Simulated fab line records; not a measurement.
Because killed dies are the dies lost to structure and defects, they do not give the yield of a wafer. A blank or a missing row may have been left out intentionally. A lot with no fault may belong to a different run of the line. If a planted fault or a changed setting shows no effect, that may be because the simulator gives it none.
Problem report in the 8D (eight disciplines) form, filled by code + flow n5_finfet + the parts of the form that need people (team, actions taken, sign-off) are left out

## 1. PROBLEM STATEMENT
At N5_HKMG_FIN_CD_MEAS_12, cd_nm averages 88.2 nm over 3 wafers from 2 lots, while fault-free wafers read 92.7 nm, standard deviation 0.5. Relative to the usual mean, that is a shift of -9.1 standard deviations.
The step: target cd 92.8 nm.
First observed at day 6 12:49: wafer L819.2, on cd_sem-02. The record has a number at this step for 27 wafers belonging to 9 lots. The rule behind "out" and "out of limits": a value lying over 4 standard deviations away from the usual mean. Any other wafer with a number is counted as sound.

## 2. WHAT IT IS, AND WHAT IT ISN'T
| question                    | is                     | is not                                                                                 |
|-----------------------------|------------------------|----------------------------------------------------------------------------------------|
| which readings at this step | cd_nm                  | -                                                                                      |
| which lots                  | L819, L824             | L811, L812, L813, L814, L828, L829, L831                                               |
| which wafers of those lots  | L819.2, L824.2, L824.3 | L819.4, L819.6, L824.4                                                                 |
| read on which gauges        | cd_sem-02, cd_sem-03   | -                                                                                      |
| when                        | from day 6 12:49       | up to then (14 sound wafers); but 10 sound wafers of L824, L828, L829, L831 came after |

## 3. WHAT RULES OUT EACH SUSPECT
Counting: if a tool at a process step up to the reading ran every lot that is out, it stays a suspect. Sound lots after the first of them don't rule it out here, since some wafers of a struck lot are sound.
- ruled out: the gauge at N5_HKMG_FIN_CD_MEAS_12. Those wafers that are out were read across 2 gauges (cd_sem-02, cd_sem-03).
- litho_track-05 at N5_HKMG_FIN_PEB_10 (peb time 60 s): kept. It ran every lot that is out, first L819 (day 6 12:45); its last sound lot up to then is L812 (day 4 20:14).
Left after counting: litho_track-05 at N5_HKMG_FIN_PEB_10.

## 4. THE CAUSE (what the simulator had put in)
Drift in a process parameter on litho_track-05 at N5_HKMG_FIN_PEB_10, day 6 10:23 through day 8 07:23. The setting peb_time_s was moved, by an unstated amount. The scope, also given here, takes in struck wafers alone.
Counting left only this tool.

## 5. THE CHAIN OF EFFECTS, in route order
Each row: a reading whose mean over the struck wafers that have a number lies more than 3 standard deviations from the usual. Only readings for which the record gives a usual standard deviation are gone through. hours: the time from each lot's start at the first step in this table that gives one to its start at this step, as a median over the lots. sigmas: the change in usual standard deviations.
| hours | step                   | reading | usual   | on struck wafers | change | sigmas |
|-------|------------------------|---------|---------|------------------|--------|--------|
| 0     | N5_HKMG_FIN_CD_MEAS_12 | cd_nm   | 92.7 nm | 88.2             | -4.5   | -9.1   |
Later steps that measure or inspect, where all struck wafers having a row at the step show a number for every such reading and not one has moved that far: N5_BEOL_M4_RC_MEAS_101.

## 6. HOW IT WOULD HAVE BEEN CAUGHT EARLIER
2 hours passed between the start of the fault at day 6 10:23 and the first reading out of limits at a measuring or inspecting step in this record, taken at day 6 12:49.
Lots out: 2; of these, L824 started N5_HKMG_FIN_PEB_10 on litho_track-05 after day 6 12:49. Putting the tool on hold at that point would have spared it.
